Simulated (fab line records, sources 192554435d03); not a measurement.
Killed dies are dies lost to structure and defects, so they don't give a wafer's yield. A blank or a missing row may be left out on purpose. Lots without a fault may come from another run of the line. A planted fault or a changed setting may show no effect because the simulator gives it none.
fab line records | flow n5_finfet
record lots=7 wafers=39
route steps=1938 shown BEOL_M10@1470 BEOL_M12@1656 BEOL_M14@1770 PASSIVATION@1929
start_h: hours from the record's first day to the start of the lot's first wafer shown | wait_h: hours since the lot's step before | " the same as in the row above | L1.1+2: a row that stands for several wafers | - no value, or no start given | * or withheld: withheld | < > ~ a bound
route shown NAME@n: a module of which the file shows steps, and the number in the route of the first | usual: mean/standard deviation of fault-free wafers | same: alike in all rows | chamber/n: place in a boat | sites: the reading at each site | _std_site: their standard deviation | _edge_site: outer sites' mean less inner sites' | radius_mm: how far each site lies from the wafer's centre | mask NAME#n: copy n | behind: the tool/chamber that last shaped the wafer | hold: why the lot was held/for how many hours/how that ended | device: the transistor (n, p or np) that didn't switch | end of line: the same wafers' tests at the end of the route | a step without rows: its recipe alone | killed: dies lost to structure and defects at the first sort, not the wafer's yield | map: a wafer's dies, x killed, . not, _ none there
set.NAME: the setting as run; set.NAME@STEP: as run at that earlier step | model.NAME: the simulator's own value behind a step, which no gauge read
lots whose settings were changed on purpose; a table a step, a row a wafer
## steps
# step N5_BEOL_M10_ILD_DEP_00
# recipe material=SiCOH_lowk target_thk_a=3085.1 temp_c=300 precursor=DEMS/porogen pressure_torr=5 rf_w=500 time_s=58
# columns lot.wafer tool chamber start_h wait_h set.target_thk_a model.SiCOH_lowk_of_BEOL_M10_ILD_DEP_00.thk_nm
L080.1 pecvd-01 1 233.42 0.0 4415 429.4
L080.2 " 0 " " 3085.1 295.2
L080.3 " 2 " " 4415 436.4
L080.4 " 0 " " 3085.1 304.6
L080.5 " 2 " " 3085.1 308.6
L080.6 " 1 " " 4415 431.2
L083.1 pecvd-03 2 263.18 0.0 3085.1 302.2
L083.2 " 1 " " 3085.1 310.4
L083.4 " 0 " " 3085.1 314.2
L087.1 pecvd-04 1 286.98 0.0 3085.1 303.4
L087.2 " 2 " " 4612 461
L087.3 " 0 " " 3085.1 306.8
L087.4 " 1 " " 4612 463.4
L087.5 " 0 " " 4612 465
L087.6 " 2 " " 3085.1 313.8
L089.1 pecvd-03 0 291.00 0.0 3085.1 300.8
L089.2 " 2 " " 1377 132.8
L089.3 " 1 " " 3085.1 305.6
L089.4 " 0 " " 3085.1 312
L089.5 " 2 " " 1377 129
L089.6 " 1 " " 1377 141.4
L088.1 pecvd-03 0 299.55 0.0 2339 228.2
L088.2 " 1 " " 2339 233.6
L088.3 " 2 " " 3085.1 300.8
L088.4 " 2 " " 3085.1 302.4
L088.5 " 0 " " 3085.1 306.8
L088.6 " 1 " " 2339 232.2
L092.1 pecvd-01 0 326.04 0.0 3085.1 300.6
L092.2 " 1 " " 3085.1 297
L092.3 " 2 " " 3657 357
L092.4 " 0 " " 3657 359.4
L092.5 " 1 " " 3085.1 303
L092.6 " 2 " " 3657 361.6
L093.1 pecvd-04 1 327.45 0.0 1713 166
L093.2 " 0 " " 1713 170
L093.3 " 2 " " 3085.1 312.4
L093.4 " 1 " " 3085.1 313
L093.5 " 0 " " 3085.1 314.4
L093.6 " 2 " " 1713 177.6
# step N5_BEOL_M10_CURE_71
# recipe temp_c=385 time_s=240 ambient=He/Ar material=SiCOH_lowk
# columns lot.wafer tool chamber start_h wait_h set.target_thk_a@BEOL_M10_ILD_DEP_00 model.SiCOH_lowk_of_BEOL_M10_ILD_DEP_00.thk_nm
L080.1 uv_cure-02 0 233.50 0.0 4415 375.6
L080.2 " 0 " " 3085.1 256.4
L080.3 " 0 " " 4415 381.8
L080.4 " 0 " " 3085.1 264.4
L080.5 " 0 " " 3085.1 268
L080.6 " 0 " " 4415 377.2
L083.1 uv_cure-03 2 263.25 0.0 3085.1 262.4
L083.2 " 2 " " 3085.1 269.6
L083.4 " 2 " " 3085.1 273
L087.1 uv_cure-03 0 287.06 0.0 3085.1 263.4
L087.2 " 0 " " 4612 404
L087.3 " 0 " " 3085.1 266.6
L087.4 " 0 " " 4612 406.2
L087.5 " 0 " " 4612 407.4
L087.6 " 0 " " 3085.1 272.6
L089.1 uv_cure-01 2 291.08 0.0 3085.1 261.2
L089.2 " 2 " " 1377 114.2
L089.3 " 2 " " 3085.1 265.6
L089.4 " 2 " " 3085.1 271.2
L089.5 " 2 " " 1377 111
L089.6 " 2 " " 1377 121.8
L088.1 uv_cure-03 1 299.63 0.0 2339 197.4
L088.2 " 1 " " 2339 202
L088.3 " 1 " " 3085.1 261.2
L088.4 " 1 " " 3085.1 262.6
L088.5 " 1 " " 3085.1 266.6
L088.6 " 1 " " 2339 201
L092.1 uv_cure-03 1 326.12 0.0 3085.1 261
L092.2 " 1 " " 3085.1 257.8
L092.3 " 1 " " 3657 310.8
L092.4 " 1 " " 3657 313
L092.5 " 1 " " 3085.1 263.2
L092.6 " 1 " " 3657 315.2
L093.1 uv_cure-02 2 327.53 0.0 1713 143
L093.2 " 2 " " 1713 146.6
L093.3 " 2 " " 3085.1 271.6
L093.4 " 2 " " 3085.1 272
L093.5 " 2 " " 3085.1 273.2
L093.6 " 2 " " 1713 153.2
# step N5_BEOL_M10_THK_MEAS_01
# recipe reads=SiCOH_lowk_of_BEOL_M10_ILD_DEP_00
# usual M10_ILD_THK=266/4.7
# columns lot.wafer tool chamber start_h wait_h set.target_thk_a@BEOL_M10_ILD_DEP_00 M10_ILD_THK[nm]
L080.1 film_metro-01 - 234.01 0.4 4415 375
L080.2 " - " " 3085.1 256
L080.3 " - " " 4415 382
L080.4 " - " " 3085.1 264
L080.5 " - " " 3085.1 268
L080.6 " - " " 4415 377
L083.1 film_metro-01 - 264.35 0.9 3085.1 262
L083.2 " - " " 3085.1 270
L083.4 " - " " 3085.1 273
L087.1 film_metro-01 - 287.57 0.4 3085.1 263
L087.2 " - " " 4612 404
L087.3 " - " " 3085.1 267
L087.4 " - " " 4612 406
L087.5 " - " " 4612 407
L087.6 " - " " 3085.1 273
L089.1 film_metro-01 - 292.07 0.8 3085.1 261
L089.2 " - " " 1377 114
L089.3 " - " " 3085.1 266
L089.4 " - " " 3085.1 271
L089.5 " - " " 1377 111
L089.6 " - " " 1377 122
L088.1 film_metro-01 - 300.14 0.4 2339 197
L088.2 " - " " 2339 202
L088.3 " - " " 3085.1 261
L088.4 " - " " 3085.1 263
L088.5 " - " " 3085.1 266
L088.6 " - " " 2339 201
L092.1 film_metro-01 - 326.63 0.4 3085.1 261
L092.2 " - " " 3085.1 258
L092.3 " - " " 3657 311
L092.4 " - " " 3657 313
L092.5 " - " " 3085.1 263
L092.6 " - " " 3657 315
L093.1 film_metro-01 - 328.04 0.4 1713 143
L093.2 " - " " 1713 147
L093.3 " - " " 3085.1 271
L093.4 " - " " 3085.1 272
L093.5 " - " " 3085.1 273
L093.6 " - " " 1713 153
# step N5_BEOL_M12_DEP_53
# recipe material=SiCN target_thk_a=300 temp_c=withheld precursor=3MS/NH3 pressure_torr=3 rf_w=675 time_s=10.5
# columns lot.wafer tool chamber start_h wait_h set.time_s model.SiCN_of_BEOL_M12_DEP_53.thk_nm
L080.1 pecvd-04 1 256.74 0.0 10.5 30.2
L080.2 " 2 " " 10.5 29.8
L080.3 " 0 " " 10.5 30.4
L080.4 " 0 " " 10.5 30.8
L080.5 " 1 " " 10.5 31.4
L080.6 " 2 " " 10.5 30.6
L083.1+2 pecvd-04 2,1 286.71 0.0 10.5 30.2
L083.4 " 1 " " 10.5 30.8
L087.1 pecvd-04 0 309.35 0.0 8.916 24.8
L087.2 " 2 " " 10.5 29.6
L087.3 " 1 " " 8.916 25.4
L087.4 " 2 " " 8.916 25.8
L087.5 " 0 " " 10.5 30.8
L087.6 " 1 " " 10.5 30.4
L089.1 pecvd-01 0 312.68 0.0 6.668 19
L089.2 " 2 " " 6.668 19.2
L089.3 " 1 " " 10.5 29.8
L089.4+6 " 1,0 " " 10.5 30.4
L089.5 " 2 " " 6.668 19.4
L088.1 pecvd-04 2 324.15 0.0 12.47 35.4
L088.2 " 1 " " 10.5 30.2
L088.3 " 0 " " 12.47 35.2
L088.4 " 2 " " 10.5 30.6
L088.5 " 0 " " 10.5 30.4
L088.6 " 1 " " 12.47 36.2
L092.1 pecvd-01 0 345.72 0.0 12.75 35.8
L092.2 " 2 " " 10.5 29.8
L092.3 " 1 " " 10.5 29.4
L092.4+6 " 0,1 " " 12.75 36.4
L092.5 " 2 " " 10.5 30.2
L093.1 pecvd-01 2 352.56 0.0 10.5 29.8
L093.2 " 0 " " 8.643 24.4
L093.3+6 " 2,0 " " 8.643 24.6
L093.4 " 0 " " 10.5 30
L093.5 " 2 " " 10.5 30.2
# step N5_BEOL_M14_DEP_53
# recipe material=SiCN target_thk_a=500 temp_c=withheld precursor=3MS/NH3 pressure_torr=3 rf_w=675 time_s=17.8
# columns lot.wafer tool chamber start_h wait_h set.time_s model.SiCN_of_BEOL_M14_DEP_53.thk_nm
L080.1 pecvd-03 1 268.63 0.0 11.48 32
L080.2 " 2 " " 11.48 31.4
L080.3+6 " 1 " " 17.8 50.6
L080.4 " 2 " " 17.8 49.2
L080.5 " 2 " " 11.48 32.2
L083.1 pecvd-01 2 300.23 0.0 17.8 48.8
L083.2 " 0 " " 17.8 48.6
L083.4 " 0 " " 17.8 49.4
L089.1 pecvd-04 0 323.10 0.0 10.19 29.6
L089.2+3 " 1,2 " " 10.19 30
L089.4 " 0 " " 17.8 51.8
L089.5+6 " 2,1 " " 17.8 50.8
L087.1 pecvd-01 1 323.64 0.0 12.96 36.2
L087.2+3 " 0,2 " " 17.8 49.6
L087.4 " 1 " " 12.96 37
L087.5 " 0 " " 17.8 49.4
L087.6 " 2 " " 12.96 37.4
L088.1 pecvd-01 2 334.11 0.0 17.8 49.6
L088.2 " 1 " " 17.8 48.8
L088.3 " 0 " " 7.684 21.6
L088.4 " 2 " " 7.684 22.6
L088.5 " 0 " " 17.8 49.2
L088.6 " 1 " " 7.684 22.4
L092.1 pecvd-04 2 359.67 0.0 24.22 67.8
L092.2 " 0 " " 17.8 50.6
L092.3 " 1 " " 24.22 67.4
L092.4 " 1 " " 17.8 51
L092.5 " 0 " " 17.8 50.8
L092.6 " 2 " " 24.22 68
L093.1+3 pecvd-04 0,1 364.43 0.0 17.8 49.6
L093.2 " 2 " " 20.6 57.2
L093.4 " 2 " " 20.6 58.2
L093.5 " 1 " " 17.8 50.6
L093.6 " 0 " " 20.6 58
# step N5_PASSIVATION_PASS_ETCH_47
# recipe chemistry=CF4/O2 target=SiNx target_depth_a=7700 time_s=385 ion_energy_ev=100 pressure_mtorr=40 source_w=535 bias_w=49 Ar_flow_sccm=100 cf4_flow_sccm=100 O2_flow_sccm=10
# columns lot.wafer tool chamber start_h wait_h set.time_s model.etch.depth_nm
L080.1 rie_diel-04 1 288.30 0.0 551.4 1088
L080.2 " 0 " " 551.4 1113
L080.3 " 3 " " 385 740.9
L080.4 " 2 " " 385 767.9
L080.5 " 2 " " 385 772.1
L080.6 " 1 " " 551.4 1084
L083.1 rie_diel-01 0 316.56 0.0 385 763.1
L083.2 " 1 " " 385 759.7
L083.4 " 2 " " 385 733.3
L089.1 rie_diel-05 3 341.23 0.0 460.8 927.3
L089.2 " 2 " " 385 765.7
L089.3 " 1 " " 460.8 849.5
L089.4 " 0 " " 385 761.8
L089.5 " 1 " " 460.8 845.2
L089.6 " 0 " " 385 764.5
L087.1 rie_diel-04 3 341.74 0.0 385 768.4
L087.2 " 1 " " 578.1 1127
L087.3 " 0 " " 578.1 1170
L087.4 " 0 " " 578.1 1165
L087.5 " 1 " " 385 749.3
L087.6 " 3 " " 385 770.3
L088.1 rie_diel-01 2 353.15 0.0 385 746.1
L088.2 " 1 " " 385 792.5
L088.3+4 " 3,0 " " 385 773.7
L088.5 " 2 " " 385 739.2
L088.6 " 1 " " 385 790.2
L092.1 rie_diel-04 2 380.08 0.0 385 765.3
L092.2 " 3 " " 385 771.4
L092.3 " 0 " " 385 788.6
L092.4 " 1 " " 385 751.7
L092.5 " 0 " " 385 784.8
L092.6 " 1 " " 385 745.8
L093.1 rie_diel-05 1 388.87 0.0 559.9 1047
L093.2 " 2 " " 385 776.8
L093.3 " 3 " " 559.9 1162
L093.4 " 0 " " 385 771.6
L093.5 " 1 " " 385 720.6
L093.6 " 2 " " 559.9 1120
## key
split step=N5_BEOL_M10_ILD_DEP_00 setting=target_thk_a stated=3085.1 by=wafer
response step=N5_BEOL_M10_ILD_DEP_00 reading=model.SiCOH_lowk_of_BEOL_M10_ILD_DEP_00.thk_nm change=+3.11 per=1% r=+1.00
response step=N5_BEOL_M10_CURE_71 reading=model.SiCOH_lowk_of_BEOL_M10_ILD_DEP_00.thk_nm change=+2.74 per=1% r=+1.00
response step=N5_BEOL_M10_THK_MEAS_01 reading=M10_ILD_THK change=+2.74 per=1% r=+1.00
split step=N5_BEOL_M12_DEP_53 setting=time_s stated=10.5 by=wafer
response step=N5_BEOL_M12_DEP_53 reading=model.SiCN_of_BEOL_M12_DEP_53.thk_nm change=+0.301 per=1% r=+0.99
split step=N5_BEOL_M14_DEP_53 setting=time_s stated=17.8 by=wafer
response step=N5_BEOL_M14_DEP_53 reading=model.SiCN_of_BEOL_M14_DEP_53.thk_nm change=+0.485 per=1% r=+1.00
split step=N5_PASSIVATION_PASS_ETCH_47 setting=time_s stated=385 by=wafer
response step=N5_PASSIVATION_PASS_ETCH_47 reading=model.etch.depth_nm change=+7.66 per=1% r=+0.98
